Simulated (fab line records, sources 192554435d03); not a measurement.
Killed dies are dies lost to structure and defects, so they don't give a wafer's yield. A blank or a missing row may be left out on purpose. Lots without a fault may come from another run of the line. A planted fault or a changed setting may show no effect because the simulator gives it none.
Chamber matching | flow n5_finfet | N5_DUMMY_GATE_ETCH_44 on rie_si-05: 4 sister chambers
The step etches poly-Si in HBr/O2, stops on SiO2, target depth 127.5 nm. 4 wafers are shown with their chamber, then 7 later ones without.

WAFERS WITH THEIR CHAMBER
wafer  | chamber | throttle_valve_pct (%)
L080.1 | 0       | 18.17
L080.6 | 3       | 18.50
L082.1 | 1       | 18.22
L082.4 | 2       | 19.03

WAFERS WITHOUT THEIR CHAMBER
wafer  | throttle_valve_pct (%)
L082.6 | 18.22
L083.1 | 19.03
L083.2 | 18.17
L083.5 | 18.47
L089.4 | 18.16
L089.5 | 18.50
L089.6 | 18.23

WHICH CHAMBER EACH WENT THROUGH
wafer  | from the rows above | in truth
L082.6 | 1                   | 1
L083.1 | 2                   | 2
L083.2 | 0                   | 0
L083.5 | 3                   | 3
L089.4 | 0                   | 0
L089.5 | 3                   | 3
L089.6 | 1                   | 1
Placed correctly: 7 of 7. Can't be placed from these rows: 0. Placed wrongly: 0.
How it was worked out, from the rows above alone: a wafer's distance from a chamber is the root of the sum, over the readings, of the square of ((its reading less the chamber's mean) divided by the reading's scatter). The wafer belongs to the nearest chamber; if the next one is less than 2 further off, it can't be placed. A chamber's mean is the mean of its shown wafers. The scatter: with one shown wafer a chamber, the root of the mean of the squares of how far each hidden wafer lies from its nearest shown one.
